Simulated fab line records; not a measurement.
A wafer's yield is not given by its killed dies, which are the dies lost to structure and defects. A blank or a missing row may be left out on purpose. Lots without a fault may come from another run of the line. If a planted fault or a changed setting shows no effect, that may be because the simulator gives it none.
Which of the tools did it? + flow n5 finfet + at 1 step of a route of 1938, 12 lots with 36 wafers sampled

## WHAT THE GAUGES SHOWED, per wafer
N5_BEOL_M8_RS_MEAS_57: measures by four-point-probe.
| lot  | measured     | on            | M8_RS (ohm/sq)    |
|------|--------------|---------------|-------------------|
| L075 | day 9 21:06  | film metro-01 | 0.284 0.268 0.271 |
| L078 | day 10 08:47 | film metro-02 | 0.257 0.269 0.281 |
| L076 | day 10 16:22 | film metro-01 | 0.275 0.284 0.273 |
| L080 | day 11 00:43 | film metro-01 | 0.281 0.286 0.289 |
| L083 | day 11 16:07 | film metro-02 | 0.277 0.281 0.274 |
| L085 | day 12 08:11 | film metro-02 | 0.295 0.290 0.293 |
| L088 | day 12 20:44 | film metro-02 | 0.280 0.288 0.280 |
| L089 | day 13 02:38 | film metro-01 | 0.286 0.273 0.277 |
| L091 | day 13 12:31 | film metro-02 | 0.288 0.289 0.292 |
| L092 | day 14 06:48 | film metro-02 | 0.270 0.280 0.280 |
| L095 | day 14 18:31 | film metro-02 | 0.284 0.290 0.292 |
| L097 | day 15 01:44 | film metro-02 | 0.290 0.280 0.283 |

## WHICH TOOL RAN EACH LOT (tool, then ch and the chambers of the sampled wafers, then the start)
The record holds no process step before these readings.

## THE ANSWER, worked out from the rows above alone
Rule: what is usual is taken from the lots themselves. The widest of any qualifying gaps counts: lots, ordered by their means at a reading, are off when they make up no more than a third of the lots, leave a main group of 4 or more, and stand apart from it by 3 or more times the standard deviation of that group's means. A main group whose means are all the same, to the digits that the tables above print for the reading, isn't used. Also off: a lot with no number at a reading for which 4 or more lots have one. All remaining lots with rows at the step are treated as sound.
Nothing can be told from this: no lot is off at any reading shown.

## WHAT THE SIMULATOR HAD INSERTED
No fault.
